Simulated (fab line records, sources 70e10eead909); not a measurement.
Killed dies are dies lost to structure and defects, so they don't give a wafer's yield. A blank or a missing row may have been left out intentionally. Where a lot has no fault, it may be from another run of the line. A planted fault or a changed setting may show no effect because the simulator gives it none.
Matching of chambers :: flow nand_harc :: rie_diel-05 running NHARC_P_M2_STRIP_18: 4 sister chambers
The step strips in N2/H2. 22 wafers are shown with their chamber, then 11 later ones without.

## EACH WAFER AND ITS CHAMBER
wafer: L082.1
chamber: 3
drypump_motor_current_A (A): 6.0
oes_product_au (a.u.): 0.987
rf_vpp_V (V): 89.6

wafer: L082.3
chamber: 1
drypump_motor_current_A (A): 5.4
oes_product_au (a.u.): 1.005
rf_vpp_V (V): 90.2

wafer: L082.4
chamber: 0
drypump_motor_current_A (A): 5.1
oes_product_au (a.u.): 0.995
rf_vpp_V (V): 90.4

wafer: L082.2
chamber: 2
drypump_motor_current_A (A): 5.8
oes_product_au (a.u.): 0.992
rf_vpp_V (V): 91.3

wafer: L082.5
chamber: 2
drypump_motor_current_A (A): 5.8
oes_product_au (a.u.): 0.993
rf_vpp_V (V): 92.7

wafer: L082.6
chamber: 1
drypump_motor_current_A (A): 5.4
oes_product_au (a.u.): 1.009
rf_vpp_V (V): 91.6

wafer: L084.3
chamber: 0
drypump_motor_current_A (A): 5.1
oes_product_au (a.u.): 0.991
rf_vpp_V (V): 91.4

wafer: L084.4
chamber: 1
drypump_motor_current_A (A): 5.4
oes_product_au (a.u.): 1.011
rf_vpp_V (V): 90.2

wafer: L084.5
chamber: 1
drypump_motor_current_A (A): 5.4
oes_product_au (a.u.): 1.011
rf_vpp_V (V): 89.8

wafer: L084.1
chamber: 2
drypump_motor_current_A (A): 5.7
oes_product_au (a.u.): 0.993
rf_vpp_V (V): 90.8

wafer: L084.2
chamber: 3
drypump_motor_current_A (A): 6.0
oes_product_au (a.u.): 0.986
rf_vpp_V (V): 90.2

wafer: L084.6
chamber: 2
drypump_motor_current_A (A): 5.8
oes_product_au (a.u.): 0.998
rf_vpp_V (V): 91.8

wafer: L087.2
chamber: 2
drypump_motor_current_A (A): 5.8
oes_product_au (a.u.): 1.003
rf_vpp_V (V): 90.9

wafer: L087.3
chamber: 1
drypump_motor_current_A (A): 5.4
oes_product_au (a.u.): 0.999
rf_vpp_V (V): 90.1

wafer: L087.4
chamber: 0
drypump_motor_current_A (A): 5.1
oes_product_au (a.u.): 1.015
rf_vpp_V (V): 90.9

wafer: L088.3
chamber: 2
drypump_motor_current_A (A): 5.8
oes_product_au (a.u.): 0.995
rf_vpp_V (V): 90.8

wafer: L088.4
chamber: 1
drypump_motor_current_A (A): 5.4
oes_product_au (a.u.): 1.015
rf_vpp_V (V): 91.7

wafer: L088.6
chamber: 1
drypump_motor_current_A (A): 5.4
oes_product_au (a.u.): 1.006
rf_vpp_V (V): 91.7

wafer: L089.1
chamber: 3
drypump_motor_current_A (A): 6.0
oes_product_au (a.u.): 0.987
rf_vpp_V (V): 89.5

wafer: L089.2
chamber: 1
drypump_motor_current_A (A): 5.4
oes_product_au (a.u.): 1.012
rf_vpp_V (V): 89.9

wafer: L089.3
chamber: 0
drypump_motor_current_A (A): 5.1
oes_product_au (a.u.): 0.987
rf_vpp_V (V): 92.1

wafer: L089.4
chamber: 2
drypump_motor_current_A (A): 5.8
oes_product_au (a.u.): 0.985
rf_vpp_V (V): 91.4

SIGNATURES, as means of the wafers listed above
reading: drypump_motor_current_A
chamber 0: 5.100
chamber 1: 5.400
chamber 2: 5.786
chamber 3: 6.000
scatter within a chamber: 0.0218

reading: oes_product_au
chamber 0: 0.99700
chamber 1: 1.00850
chamber 2: 0.99414
chamber 3: 0.98667
scatter within a chamber: 0.00677

reading: rf_vpp_V
chamber 0: 91.200
chamber 1: 90.650
chamber 2: 91.386
chamber 3: 89.767
scatter within a chamber: 0.738
Rule: for a wafer and a chamber, the distance is found by dividing, reading by reading, the gap between the wafer's reading and the chamber's mean by the reading's scatter, squaring, summing and taking the root. The wafer belongs to the nearest chamber; if the next one is less than 2 further off, it can't be placed. The scatter is the square root of a quotient: the sum, over the shown wafers, of each reading's squared deviation from its chamber's mean, divided by wafers minus chambers.

## WAFERS WITH NO CHAMBER GIVEN
wafer: L089.5
drypump_motor_current_A (A): 5.1
oes_product_au (a.u.): 0.993
rf_vpp_V (V): 91.0

wafer: L089.6
drypump_motor_current_A (A): 6.0
oes_product_au (a.u.): 0.981
rf_vpp_V (V): 90.2

wafer: L091.2
drypump_motor_current_A (A): 5.1
oes_product_au (a.u.): 0.999
rf_vpp_V (V): 92.1

wafer: L091.3
drypump_motor_current_A (A): 5.4
oes_product_au (a.u.): 1.005
rf_vpp_V (V): 90.8

wafer: L091.5
drypump_motor_current_A (A): 5.1
oes_product_au (a.u.): 0.993
rf_vpp_V (V): 92.1

wafer: L092.3
drypump_motor_current_A (A): 5.2
oes_product_au (a.u.): 0.998
rf_vpp_V (V): 90.1

wafer: L092.4
drypump_motor_current_A (A): 5.4
oes_product_au (a.u.): 1.006
rf_vpp_V (V): 88.7

wafer: L092.5
drypump_motor_current_A (A): 5.1
oes_product_au (a.u.): 0.996
rf_vpp_V (V): 91.6

wafer: L093.1
drypump_motor_current_A (A): 5.4
oes_product_au (a.u.): 1.014
rf_vpp_V (V): 89.8

wafer: L093.2
drypump_motor_current_A (A): 5.1
oes_product_au (a.u.): 1.001
rf_vpp_V (V): 92.5

wafer: L093.3
drypump_motor_current_A (A): 6.0
oes_product_au (a.u.): 1.004
rf_vpp_V (V): 89.1

## CHAMBER TAKEN BY EACH
wafer: L089.5
from the rows above: 0
in truth: 0

wafer: L089.6
from the rows above: 3
in truth: 3

wafer: L091.2
from the rows above: 0
in truth: 0

wafer: L091.3
from the rows above: 1
in truth: 1

wafer: L091.5
from the rows above: 0
in truth: 0

wafer: L092.3
from the rows above: 0
in truth: 0

wafer: L092.4
from the rows above: 1
in truth: 1

wafer: L092.5
from the rows above: 0
in truth: 0

wafer: L093.1
from the rows above: 1
in truth: 1

wafer: L093.2
from the rows above: 0
in truth: 0

wafer: L093.3
from the rows above: 3
in truth: 3
Correct placement for 11 of the 11. Can't be placed from these rows: 0. Number placed wrongly: 0.
